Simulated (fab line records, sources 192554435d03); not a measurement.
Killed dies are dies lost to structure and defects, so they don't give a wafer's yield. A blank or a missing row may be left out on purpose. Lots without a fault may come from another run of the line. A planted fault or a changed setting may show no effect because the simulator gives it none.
Which tool did it? | flow n5_finfet | 9 lots, 25 wafers sampled, at 5 steps of a route of 1938

WHAT THE GAUGES READ, wafer by wafer
N5_BEOL_M4_RC_MEAS_101. Usual: DIBL_N 36.3 mV/V, standard deviation 1.9; DIBL_P 36.0 mV/V, standard deviation 2.1; IOFF_N 0.16 nA/um, standard deviation 0.031; IOFF_P 0.21 nA/um, standard deviation 0.035; ION_N 675 uA/um, standard deviation 14; ION_P 464 uA/um, standard deviation 8.5; SS_N 71.5 mV/dec, standard deviation 0.6; SS_P 73.3 mV/dec, standard deviation 0.72; VT_N 250 mV, standard deviation 3.2; VT_P -250 mV, standard deviation 3.1.
lot  | measured     | on        | DIBL_N (mV/V)  | DIBL_P (mV/V)  | IOFF_N (nA/um) | IOFF_P (nA/um) | ION_N (uA/um) | ION_P (uA/um) | SS_N (mV/dec)  | SS_P (mV/dec)  | VT_N (mV)   | VT_P (mV)      | flag
L960 | day 7 18:26  | prober-02 | 37.9 38.2 37.5 | 38.3 39.7 38.2 | 0.19 0.21 0.19 | 0.27 0.31 0.27 | 683 705 688   | 472 484 470   | 71.8 71.7 71.7 | 74.1 74.4 74.0 | 247 245 245 | -245 -244 -246 |
L964 | day 8 18:02  | prober-02 | 36.8 35.1 34.9 | 36.4 34.4 34.6 | 0.15 0.13 0.13 | 0.20 0.18 0.18 | 654 664 668   | 452 455 459   | 72.1 70.7 71.4 | 73.0 72.6 73.1 | 254 253 253 | -254 -253 -253 |
L965 | day 9 00:40  | prober-01 | 34.9 33.6 33.5 | 35.4 34.7 34.3 | 0.14 0.13 0.14 | 0.21 0.20 0.21 | 667 671 681   | 468 470 480   | 71.2 71.3 71.0 | 72.8 72.7 72.3 | 249 250 249 | -248 -248 -247 |
L966 | day 9 06:25  | prober-02 | 39.9 38.3 37.1 | 40.2 37.8 35.9 | 0.22 0.18 0.17 | 0.26 0.23 0.21 | 692 689 701   | 471 473 477   | 72.2 71.7 71.5 | 75.1 73.6 74.6 | 247 247 246 | -246 -246 -248 |
L977 | day 14 01:34 | prober-01 | 36.9 37.8      | 34.5 36.4      | 0.15 0.15      | 0.19 0.22      | 673 648       | 456 451       | 71.2 72.2      | 73.6 74.2      | 249 253     | -252 -252      |
L978 | day 13 19:43 | prober-02 | 37.5 39.9      | 35.8 38.6      | 0.16 0.21      | 0.21 0.25      | 694 683       | 471 462       | 71.5 72.6      | 74.1 74.0      | 249 245     | -249 -247      |
L979 | day 14 09:01 | prober-01 | 36.4 36.8 36.2 | 36.4 38.3 37.6 | 0.18 0.19 0.18 | 0.21 0.24 0.25 | 668 685 681   | 460 466 469   | 72.1 71.9 71.6 | 73.0 74.0 74.3 | 249 247 246 | -249 -248 -246 |
L980 | day 13 01:41 | prober-01 | 35.2 35.7 37.2 | 36.5 36.8 39.7 | 0.14 0.16 0.19 | 0.17 0.18 0.22 | 678 681 698   | 458 457 471   | 70.4 71.7 72.5 | 72.9 73.2 73.5 | 248 248 246 | -257 -254 -250 |
L982 | day 14 12:35 | prober-02 | 35.8 34.3 36.3 | 36.4 34.6 36.0 | 0.15 0.13 0.15 | 0.23 0.19 0.21 | 676 673 676   | 469 465 465   | 72.4 71.7 72.0 | 73.1 72.1 72.5 | 251 253 251 | -249 -250 -249 |

WHICH TOOL RAN EACH LOT (tool, then ch and the chambers of the sampled wafers, then the start)
lot  | N5_HKMG_FIN_STRIP_34              | N5_HKMG_FIN_ETCH_35               | N5_HKMG_FIN_STRIP_19                | N5_HKMG_FIN_ALD_72
L960 | rie_diel-02 ch 1,2, day 4 08:21   | rie_diel-02 ch 1,2, day 4 08:22   | plasma_asher-02 ch 0,1, day 4 08:40 | cvd_w-01 ch 0,1, day 4 11:34
L964 | rie_diel-02 ch 0,1,2, day 5 04:02 | rie_diel-02 ch 0,1,2, day 5 04:03 | plasma_asher-01 ch 0,1, day 5 04:21 | cvd_w-02 ch 0,1, day 5 07:18
L965 | rie_diel-02 ch 0,2,3, day 5 10:43 | rie_diel-02 ch 0,2,3, day 5 10:44 | plasma_asher-02 ch 0,1, day 5 11:02 | cvd_w-02 ch 0,1, day 5 14:12
L966 | rie_diel-03 ch 1,3, day 5 14:42   | rie_diel-03 ch 1,3, day 5 14:43   | plasma_asher-02 ch 0,1, day 5 15:01 | cvd_w-01 ch 0,1, day 5 18:08
L977 | rie_diel-02 ch 0,1, day 8 15:41   | rie_diel-02 ch 0,1, day 8 15:43   | plasma_asher-01 ch 0,1, day 8 16:00 | cvd_w-02 ch 0, day 8 19:23
L978 | rie_diel-03 ch 2,3, day 8 19:11   | rie_diel-03 ch 2,3, day 8 19:12   | plasma_asher-01 ch 0,1, day 8 19:30 | cvd_w-02 ch 1, day 8 23:05
L979 | rie_diel-03 ch 1,2, day 9 01:45   | rie_diel-03 ch 1,2, day 9 01:46   | plasma_asher-01 ch 0,1, day 9 02:04 | cvd_w-01 ch 0, day 9 05:01
L980 | rie_diel-02 ch 0,2, day 9 09:10   | rie_diel-02 ch 0,2, day 9 09:11   | plasma_asher-02 ch 0,1, day 9 09:35 | cvd_w-01 ch 0,1, day 9 12:25
L982 | rie_diel-02 ch 0,1,3, day 9 16:44 | rie_diel-02 ch 0,1,3, day 9 16:45 | plasma_asher-01 ch 0,1, day 9 17:02 | cvd_w-01 ch 0,1, day 9 20:03
- N5_HKMG_FIN_STRIP_34: strips in CF4.
- N5_HKMG_FIN_ETCH_35: etches SOC in N2/H2, target depth 215.8 nm, time 243.4 s.
- N5_HKMG_FIN_STRIP_19: strips in N2/H2, time 360 s.
- N5_HKMG_FIN_ALD_72: deposits W, target thk 2 nm, pulse time 1 s, purge time 2 s.

WHAT THE TOOLS THEMSELVES READ (means of the sampled wafers that have a number; where no wafer has one, the mark that the record gives instead)
N5_HKMG_FIN_STRIP_34. Usual: drypump_motor_current_A 5.9 A, standard deviation 0.43; oes_product_au 0.80 a.u., standard deviation 0.083; power_w 300.0 W, standard deviation 0.83; rf_vpp_V 271.3 V, standard deviation 1.8; showerhead_plenum_p_Torr 1.80 Torr, standard deviation 0.068; throttle_valve_pct 13.56 %, standard deviation 0.26.
lot  | tool        | drypump_motor_current_A (A) | oes_product_au (a.u.) | power_w (W) | rf_vpp_V (V) | showerhead_plenum_p_Torr (Torr) | throttle_valve_pct (%) | flag
L960 | rie_diel-02 | 6.1                         | 0.77                  | 300.1       | 271.3        | 1.82                            | 13.47                  |
L964 | rie_diel-02 | 6.2                         | 0.74                  | 299.5       | 271.0        | 1.77                            | 13.59                  |
L965 | rie_diel-02 | 6.3                         | 0.83                  | 299.6       | 271.3        | 1.81                            | 13.48                  |
L966 | rie_diel-03 | 5.7                         | 0.89                  | 300.6       | 272.5        | 1.86                            | 13.55                  |
L977 | rie_diel-02 | 6.3                         | 0.82                  | 300.4       | 271.2        | 1.81                            | 13.46                  |
L978 | rie_diel-03 | 5.2                         | 0.77                  | 300.4       | 272.5        | 1.83                            | 13.43                  |
L979 | rie_diel-03 | 5.6                         | 0.79                  | 300.7       | 271.5        | 1.81                            | 13.76                  |
L980 | rie_diel-02 | 6.1                         | 0.74                  | 300.4       | 271.3        | 1.82                            | 13.59                  |
L982 | rie_diel-02 | 6.3                         | 0.82                  | 300.0       | 271.2        | 1.80                            | 13.48                  |

N5_HKMG_FIN_ETCH_35. Usual: bias_w 4.998 W, standard deviation 0.015; drypump_motor_current_A 5.9 A, standard deviation 0.43; h2_flow_sccm 200.1 sccm, standard deviation 0.6; oes_product_au 0.81 a.u., standard deviation 0.092; rf_vpp_V 141.7 V, standard deviation 1.1; showerhead_plenum_p_Torr 2.55 Torr, standard deviation 0.11; throttle_valve_pct 17.85 %, standard deviation 0.22.
lot  | tool        | bias_w (W) | drypump_motor_current_A (A) | h2_flow_sccm (sccm) | oes_product_au (a.u.) | rf_vpp_V (V) | showerhead_plenum_p_Torr (Torr) | throttle_valve_pct (%) | flag
L960 | rie_diel-02 | 5.006      | 6.1                         | 200.4               | 0.80                  | 142.3        | 2.59                            | 17.75                  |
L964 | rie_diel-02 | 4.998      | 6.2                         | 200.3               | 0.77                  | 141.9        | 2.51                            | 17.89                  |
L965 | rie_diel-02 | 5.000      | 6.3                         | 199.9               | 0.84                  | 142.3        | 2.58                            | 17.85                  |
L966 | rie_diel-03 | 4.990      | 5.7                         | 200.6               | 0.89                  | 142.3        | 2.63                            | 17.72                  |
L977 | rie_diel-02 | 4.995      | 6.3                         | 200.4               | 0.82                  | 141.9        | 2.58                            | 17.86                  |
L978 | rie_diel-03 | 5.004      | 5.3                         | 200.6               | 0.76                  | 142.0        | 2.62                            | 17.84                  |
L979 | rie_diel-03 | 4.984      | 5.6                         | 199.9               | 0.79                  | 142.1        | 2.55                            | 17.95                  |
L980 | rie_diel-02 | 4.989      | 6.1                         | 200.0               | 0.77                  | 141.2        | 2.58                            | 17.85                  |
L982 | rie_diel-02 | 5.004      | 6.3                         | 200.3               | 0.82                  | 142.5        | 2.58                            | 17.90                  |

N5_HKMG_FIN_STRIP_19. Usual: drypump_motor_current_A 5.5 A, standard deviation 0.45; h2_flow_sccm 3250 sccm, standard deviation 11; heater_power_w 495 W, standard deviation 17.
lot  | tool            | drypump_motor_current_A (A) | h2_flow_sccm (sccm) | heater_power_w (W) | flag
L960 | plasma_asher-02 | 5.8                         | 3244                | 517                |
L964 | plasma_asher-01 | 5.5                         | 3239                | 484                |
L965 | plasma_asher-02 | 5.8                         | 3236                | 505                |
L966 | plasma_asher-02 | 5.6                         | 3243                | 497                |
L977 | plasma_asher-01 | 5.4                         | 3252                | 490                |
L978 | plasma_asher-01 | 5.4                         | 3258                | 483                |
L979 | plasma_asher-01 | 5.2                         | 3246                | 486                |
L980 | plasma_asher-02 | 5.8                         | 3242                | 502                |
L982 | plasma_asher-01 | 5.5                         | 3251                | 485                |

N5_HKMG_FIN_ALD_72. Usual: heater_power_w 504 W, standard deviation 38; precursor_pulse_height_rel 1.000, standard deviation 0.022; susceptor_temp_C 299.96 C, standard deviation 0.19.
lot  | tool     | heater_power_w (W) | precursor_pulse_height_rel | susceptor_temp_C (C) | flag
L960 | cvd_w-01 | 491                | 1.002                      | 299.71               |
L964 | cvd_w-02 | 536                | 1.005                      | 299.94               |
L965 | cvd_w-02 | 526                | 1.010                      | 299.78               |
L966 | cvd_w-01 | 487                | 0.984                      | 299.92               |
L977 | cvd_w-02 | 537                | 1.016                      | 299.75               |
L978 | cvd_w-02 | 532                | 1.006                      | 300.09               |
L979 | cvd_w-01 | 449                | 1.001                      | 299.76               |
L980 | cvd_w-01 | 467                | 0.998                      | 299.90               |
L982 | cvd_w-01 | 495                | 0.985                      | 300.07               |

THE ANSWER, worked out from the rows above alone
Rule: a lot is off if the mean of its wafers that have a number lies more than 3 standard deviations from the usual mean. A lot without any number at a reading at which 4 lots or more have one is off too. The other lots that the step has rows for count as sound. The gauges are gone through in route order, then the tools' own readings, and for those a lot's mean is taken as printed above. The first step at which some lot is off is used, and at that step the reading that is off furthest; a lot without a number counts as furthest.
No lot is off at any reading shown: from this, nothing can be told.

WHAT THE SIMULATOR HAD PUT IN
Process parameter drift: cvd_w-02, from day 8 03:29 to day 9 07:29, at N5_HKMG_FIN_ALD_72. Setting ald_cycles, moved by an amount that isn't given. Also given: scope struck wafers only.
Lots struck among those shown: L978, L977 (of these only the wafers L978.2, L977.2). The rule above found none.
